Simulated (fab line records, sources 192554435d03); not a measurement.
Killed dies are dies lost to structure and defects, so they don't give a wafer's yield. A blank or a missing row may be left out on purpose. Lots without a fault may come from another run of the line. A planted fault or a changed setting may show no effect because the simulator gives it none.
Split-lot experiment | flow n5_finfet | 7 lots, 39 wafers read, on a route of 1938 steps

THE SPLIT
At N5_HKMG_FIN_ETCH_55 (etches SOC in N2/H2, target depth 240 nm, time 300 s), the setting time_s was moved away from the recipe's 300 s on 6 of the 39 wafers read, by -23.4% to +35.4%. The other wafers ran this setting at the recipe's value.

The reading is taken at the split's own step.

THE READING
SiARC_of_HKMG_FIN_COAT_42.thk_nm (the simulator's own value, which no gauge read), in nm, at N5_HKMG_FIN_ETCH_55 (etches SOC in N2/H2, target depth 240 nm, time 300 s). The file gives no usual value for it. The 33 wafers here that ran the recipe average 21.2 nm, standard deviation 0.65 nm.

wafer  | tool, chamber at the split | time_s as run, s | against the recipe | SiARC_of_HKMG_FIN_COAT_42.thk_nm, nm | against lot-mates on the recipe
L074.1 | rie_diel-05, 3             | 300              | recipe             | 20.6                                 | -
L074.2 | rie_diel-05, 2             | 300              | recipe             | 21.6                                 | -
L074.3 | rie_diel-05, 1             | 300              | recipe             | 22.4                                 | -
L074.4 | rie_diel-05, 0             | 406.2            | +35.4%             | 15.6                                 | -5.9
L074.5 | rie_diel-05, 1             | 406.2            | +35.4%             | 18                                   | -3.5
L074.6 | rie_diel-05, 2             | 406.2            | +35.4%             | 16.8                                 | -4.7
L082.1 | rie_diel-04, 3             | 300              | recipe             | 21.6                                 | -
L082.2 | rie_diel-04, 1             | 300              | recipe             | 20.8                                 | -
L082.3 | rie_diel-04, 2             | 300              | recipe             | 21.6                                 | -
L082.4 | rie_diel-04, 2             | 300              | recipe             | 21.2                                 | -
L082.5 | rie_diel-04, 3             | 300              | recipe             | 21.6                                 | -
L082.6 | rie_diel-04, 1             | 300              | recipe             | 20.6                                 | -
L083.3 | rie_diel-03, 2             | 300              | recipe             | 21                                   | -
L083.4 | rie_diel-03, 3             | 300              | recipe             | 21.4                                 | -
L083.6 | rie_diel-03, 1             | 300              | recipe             | 20.6                                 | -
L089.1 | rie_diel-05, 0             | 300              | recipe             | 20.6                                 | -
L089.2 | rie_diel-05, 2             | 300              | recipe             | 21.8                                 | -
L089.3 | rie_diel-05, 1             | 300              | recipe             | 22.4                                 | -
L089.4 | rie_diel-05, 3             | 300              | recipe             | 20.8                                 | -
L089.5 | rie_diel-05, 2             | 300              | recipe             | 21.8                                 | -
L089.6 | rie_diel-05, 3             | 300              | recipe             | 20.6                                 | -
L091.1 | rie_diel-05, 3             | 300              | recipe             | 20.4                                 | -
L091.2 | rie_diel-05, 0             | 300              | recipe             | 20.6                                 | -
L091.3 | rie_diel-05, 1             | 300              | recipe             | 22.2                                 | -
L091.4 | rie_diel-05, 2             | 300              | recipe             | 21.8                                 | -
L091.5 | rie_diel-05, 3             | 300              | recipe             | 20.6                                 | -
L091.6 | rie_diel-05, 2             | 300              | recipe             | 21.8                                 | -
L093.1 | rie_diel-05, 2             | 300              | recipe             | 21.6                                 | -
L093.2 | rie_diel-05, 1             | 300              | recipe             | 22.2                                 | -
L093.3 | rie_diel-05, 3             | 300              | recipe             | 20.4                                 | -
L093.4 | rie_diel-05, 0             | 300              | recipe             | 20.4                                 | -
L093.5 | rie_diel-05, 2             | 300              | recipe             | 21.6                                 | -
L093.6 | rie_diel-05, 3             | 300              | recipe             | 20.2                                 | -
L096.1 | rie_diel-05, 1             | 229.8            | -23.4%             | 25.2                                 | +4.3
L096.2 | rie_diel-05, 3             | 300              | recipe             | 20.6                                 | -
L096.3 | rie_diel-05, 2             | 300              | recipe             | 21.6                                 | -
L096.4 | rie_diel-05, 0             | 300              | recipe             | 20.6                                 | -
L096.5 | rie_diel-05, 0             | 229.8            | -23.4%             | 23.8                                 | +2.9
L096.6 | rie_diel-05, 3             | 229.8            | -23.4%             | 24                                   | +3.1

THE FIT
A straight line over all 39 wafers: SiARC_of_HKMG_FIN_COAT_42.thk_nm changes by -0.127 nm for each +1% of time_s; r = -0.91; the points scatter about the line by 0.7 nm.
The same after taking each lot's own level away (the mean of its wafers on the recipe; 39 wafers): -0.137 nm for each +1%; r = -0.92; scatter 0.68 nm.
On that fit, the largest move of time_s shifts the reading by 4.9 nm.
The lots' own levels span 20.93 to 21.53 nm, that is 0.9 times the standard deviation above.
So the lot-to-lot level changes the slope little: the two slopes agree.
Check: with one of the wafers moved furthest among these (+35.4%) left out of the fit, the line predicts -4.48 nm for it against its lot-mates. It came out at -5.93 nm against them.

OTHER SPLITS ON THESE WAFERS
These wafers also went through other splits before the reading. Each is held against what the fit with the lots' levels taken away leaves over:
other split on the same wafers     | wafers away from the commonest value | r with SiARC_of_HKMG_FIN_COAT_42.thk_nm (lot level and that fit taken away)
N5_FIN_SAQP_HM_DEP_72 target_thk_a | 12                                   | +0.18

THE WHOLE CHAIN: every reading that the file lists as answering this split, in the file's order
step                | what it does                                         | reading                                                                           | change (the file's fit)               | r (the file's)
N5_HKMG_FIN_ETCH_55 | etches SOC in N2/H2, target depth 240 nm, time 300 s | etch.depth_nm (the simulator's own value, which no gauge read)                    | +2.36 nm for each +1% of the setting  | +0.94
N5_HKMG_FIN_ETCH_55 | etches SOC in N2/H2, target depth 240 nm, time 300 s | HKMG_FIN.feature_depth_nm (the simulator's own value, which no gauge read)        | +2.36 nm for each +1% of the setting  | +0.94
N5_HKMG_FIN_ETCH_55 | etches SOC in N2/H2, target depth 240 nm, time 300 s | SiARC_of_HKMG_FIN_COAT_42.thk_nm (the simulator's own value, which no gauge read) | -0.137 nm for each +1% of the setting | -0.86

THE FILE'S OWN FIT
SiARC_of_HKMG_FIN_COAT_42.thk_nm changes by -0.137 nm for each +1% of time_s, r = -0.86.
